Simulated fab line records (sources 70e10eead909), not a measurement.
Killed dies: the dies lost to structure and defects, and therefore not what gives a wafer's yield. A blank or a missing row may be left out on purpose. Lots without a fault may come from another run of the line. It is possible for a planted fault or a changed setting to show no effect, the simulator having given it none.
Which of the tools did it? :: flow nand harc :: Sampling: 6 lots, 18 wafers, 4 of 1159 route steps

WHAT THE GAUGES SHOWED, per wafer
NHARC_A_BONDPAD_THK_MEAS_30: measures by ellipsometry.
lot: L282
measured: day 18 08:43
on: film metro-02
thk nm (nm): 200.5 198.2 201.3

lot: L281
measured: day 19 04:17
on: film metro-02
thk nm (nm): 200.1 199.5 200.3

lot: L284
measured: day 19 18:16
on: film metro-02
thk nm (nm): 201.2 200.2 199.2

lot: L287
measured: day 20 15:59
on: film metro-02
thk nm (nm): 201.1 199.0 199.6

lot: L291
measured: day 22 03:43
on: film metro-01
thk nm (nm): 170.4 198.2 199.0

lot: L295
measured: day 22 17:07
on: film metro-02
thk nm (nm): 201.6 201.1 172.6

TOOL THAT RAN EACH LOT (tool first, then ch and the chambers of the sampled wafers, then the start)
lot: L282
NHARC_A_M0_PVD_20: pvd sputter-01, day 18 08:02 or earlier
NHARC_A_M1_PVD_21: pvd sputter-02, day 18 08:02 or earlier
NHARC_A_BONDPAD_DEP_00: pecvd-03 ch 0,1,2, day 18 08:02

lot: L281
NHARC_A_M0_PVD_20: pvd sputter-03, day 19 03:37 or earlier
NHARC_A_M1_PVD_21: pvd sputter-03, day 19 03:37 or earlier
NHARC_A_BONDPAD_DEP_00: pecvd-04 ch 0,1, day 19 03:37

lot: L284
NHARC_A_M0_PVD_20: pvd sputter-02, day 19 17:37 or earlier
NHARC_A_M1_PVD_21: pvd sputter-02, day 19 17:37 or earlier
NHARC_A_BONDPAD_DEP_00: pecvd-03 ch 0,1,2, day 19 17:37

lot: L287
NHARC_A_M0_PVD_20: pvd sputter-01, day 20 15:22 or earlier
NHARC_A_M1_PVD_21: pvd sputter-03, day 20 15:22 or earlier
NHARC_A_BONDPAD_DEP_00: pecvd-03 ch 1,2, day 20 15:22

lot: L291
NHARC_A_M0_PVD_20: pvd sputter-02, day 22 03:12 or earlier
NHARC_A_M1_PVD_21: pvd sputter-01, day 22 03:12 or earlier
NHARC_A_BONDPAD_DEP_00: pecvd-03 ch 0,1,2, day 22 03:12

lot: L295
NHARC_A_M0_PVD_20: pvd sputter-03, day 22 16:33 or earlier
NHARC_A_M1_PVD_21: pvd sputter-03, day 22 16:33 or earlier
NHARC_A_BONDPAD_DEP_00: pecvd-03 ch 1,2, day 22 16:33
- NHARC_A_M0_PVD_20: deposits TaN, target thk 5 nm, time 8.06 s.
- NHARC_A_M1_PVD_21: deposits Cu, target thk 30 nm, time 20.49 s.
- NHARC_A_BONDPAD_DEP_00: deposits SiCN, target thk 250 nm.

THE ANSWER, worked out from the rows above alone
Rule: the lots themselves supply what counts as usual. The widest of any qualifying gaps counts: lots, ordered by their means at a reading, are off when they make up no more than a third of the lots, leave a main group of 4 or more, and stand apart from it by 3 or more times the standard deviation of that group's means. Not used: any main group whose means are identical at the precision the tables above print for the reading. A lot without any number at a reading at which 4 lots or more have one is off too. The other lots that the step has rows for count as sound.
Off: L291, L295 (NHARC_A_BONDPAD_THK_MEAS_30, thk nm). The main group has a mean of 200.0 nm with a standard deviation of 0.11.
A tool fits if, at a process step before that reading, it ran every lot that is off, and no sound lot after the first of them. The gauges at NHARC_A_BONDPAD_THK_MEAS_30 are tried like those tools. NHARC_A_M0_PVD_20: start missing for some lots; hours and lot order therefore follow NHARC_A_BONDPAD_DEP_00. NHARC_A_M1_PVD_21: start missing for some lots; hours and lot order therefore follow NHARC_A_BONDPAD_DEP_00. One fits: pecvd-03 at NHARC_A_BONDPAD_DEP_00. Its last sound lot is L287 (day 20 15:22), its first lot that is off L291 (day 22 03:12): a fault that began between those two fits.

WHAT THE SIMULATOR HAD INSERTED
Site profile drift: pecvd-03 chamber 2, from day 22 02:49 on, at NHARC_A_BONDPAD_DEP_00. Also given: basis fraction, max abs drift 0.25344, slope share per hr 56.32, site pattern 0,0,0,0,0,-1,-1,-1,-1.
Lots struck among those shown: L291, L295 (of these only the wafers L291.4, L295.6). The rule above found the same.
